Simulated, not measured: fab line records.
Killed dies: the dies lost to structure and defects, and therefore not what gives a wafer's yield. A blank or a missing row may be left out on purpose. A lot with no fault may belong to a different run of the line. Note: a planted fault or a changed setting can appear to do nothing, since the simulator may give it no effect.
2 desks looking at one fault | flow n5-finfet | each desk holds nothing but its own numbers, with what lay behind them at the end

THE TOOL OWNER'S DESK: litho-track-01
The tool's own readings at N5_FIN_SAQP_DEVELOP_15 (develop time 30 s): means of the sampled wafers that have a number, for each lot that ran on this tool. A lot is out of limits, marked OUT, if its mean lies more than 4 standard deviations from the usual mean; the brackets give that distance.
Columns: A = chill-plate-temp-C at N5_FIN_SAQP_DEVELOP_15, usual 23.01 C
lot  | first seen here | A
L832 | day 4 05:33     | 23.06
This desk's finding: nothing out of limits on the one lot.

FROM THE METROLOGY DESK
What the gauges read, lot by lot, whatever tool the lot ran on: means of the sampled wafers that have a number. A lot is out of limits, marked OUT, if its mean lies more than 4 standard deviations from the usual mean; the brackets give that distance.
Columns: A = thk-nm at N5_FIN_SAQP_THK_MEAS_07, usual 59.6 nm; B = cd-nm at N5_FIN_SAQP_CD_MEAS_16, usual 35.66 nm
lot  | first seen here | A    | B
L826 | day 2 15:36     | 59.1 | 35.88
L828 | day 3 03:17     | 60.3 | 35.72
L831 | day 3 21:38     | 59.7 | 35.61
L832 | day 4 05:06     | 59.4 | 35.71
L839 | day 5 20:52     | 59.3 | -
L840 | day 6 03:34     | 59.4 | -
L841 | day 6 10:17     | 59.9 | -
Finding of this desk: none of the 7 lots has anything out of limits.

BROUGHT TOGETHER
Nothing out of limits was seen by the tool owner's desk.
At the metrology desk, nothing out of limits was observed.

WHAT THE SIMULATOR HAD PUT IN
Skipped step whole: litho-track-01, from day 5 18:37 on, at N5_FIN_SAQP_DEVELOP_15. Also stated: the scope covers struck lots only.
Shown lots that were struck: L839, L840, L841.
